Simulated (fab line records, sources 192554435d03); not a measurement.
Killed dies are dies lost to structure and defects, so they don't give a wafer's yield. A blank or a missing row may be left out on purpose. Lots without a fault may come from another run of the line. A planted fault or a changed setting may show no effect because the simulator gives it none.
One fault seen from 3 desks | flow n5_finfet | each desk has only its own numbers; what lay behind them comes last

THE METROLOGY DESK
What the gauges read, lot by lot, whatever tool the lot ran on: means of the sampled wafers that have a number. A lot is out of limits, marked OUT, if its mean lies more than 4 standard deviations from the usual mean; the brackets give that distance.
Columns: A = cd_nm at N5_BEOL_M15_CD_MEAS_10, usual 358.9 nm; B = M15_OVL at N5_BEOL_M15_OVL_MEAS_29, usual 2 nm
lot  | first seen here | A     | B
L127 | day 10 17:57    | 361.7 | -0
L129 | day 11 12:49    | 358.2 | 6
L130 | day 12 00:10    | 357.5 | 5
L131 | day 12 12:37    | 358.3 | 1
L134 | day 12 17:08    | 360.1 | 10
L138 | day 13 20:04    | 356.7 | 55 (+10) OUT
L139 | day 13 20:30    | 358.9 | 54 (+9.9) OUT
L140 | day 14 17:26    | 357.1 | 10
L144 | day 15 15:47    | 360.1 | 2
L150 | day 17 07:01    | 359.3 | 5
This desk's finding: out of limits on L138, L139; first on L138, day 13 21:33 (M15_OVL at N5_BEOL_M15_OVL_MEAS_29). In limits: L127, L129, L130, L131, L134, L140, L144, L150.

THE TOOL OWNER'S DESK: krf_scanner-02
The tool's own readings at N5_BEOL_M15_EXPOSE_25 (exposes mask M15, target cd 400 nm): means of the sampled wafers that have a number, for each lot that ran on this tool. A lot is out of limits, marked OUT, if its mean lies more than 4 standard deviations from the usual mean; the brackets give that distance.
Columns: A = reticle_temp_C at N5_BEOL_M15_EXPOSE_25, usual 23.01 C; B = stage_vel_mm_s at N5_BEOL_M15_EXPOSE_25, usual 499.99 mm/s
lot  | first seen here | A     | B
L127 | day 10 19:43    | 23.05 | 499.67
L130 | day 12 01:36    | 23.04 | 499.75
L131 | day 12 13:55    | 23.06 | 499.88
L134 | day 12 18:42    | 22.94 | 500.11
L138 | day 13 21:21    | 22.90 | 499.73
L139 | day 13 21:50    | 23.13 | 499.98
This desk's finding: nothing out of limits on any of the 6 lots.

THE DEFECT DESK
What the inspections along the route counted, lot by lot: means of the sampled wafers that have a number. A lot is out of limits, marked OUT, if its mean lies more than 4 standard deviations from the usual mean; the brackets give that distance.
Columns: A = raw_defect_count at N5_BEOL_M15_INSPECT_30, usual 2.2
lot  | first seen here | A
L127 | day 10 19:57    | 1.7
L129 | day 11 14:29    | 2.7
L130 | day 12 01:49    | 2.0
L131 | day 12 14:08    | 3.3
L134 | day 12 18:55    | 1.0
L138 | day 13 21:35    | 2.3
L139 | day 13 22:04    | 1.0
L140 | day 14 19:04    | 0.7
L144 | day 15 17:35    | 3.0
L150 | day 17 08:37    | 1.7
This desk's finding: nothing out of limits on any of the 10 lots.

PUT TOGETHER
The metrology desk could have raised an alarm at day 13 21:33, on L138, L139.
The tool owner's desk saw nothing out of limits.
The defect desk saw nothing out of limits.
The tool owner's desk has L138, L139 on record, within its limits.
The defect desk has L138, L139 on record, within its limits.
Of the lots named, all ran N5_BEOL_M15_EXPOSE_25 on krf_scanner-02.

WHAT THE SIMULATOR HAD PUT IN
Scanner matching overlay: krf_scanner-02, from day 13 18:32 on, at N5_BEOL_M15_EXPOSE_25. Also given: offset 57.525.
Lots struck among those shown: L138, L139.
Hours from the fault's start to each desk's first reading out of limits: the metrology desk, 3.
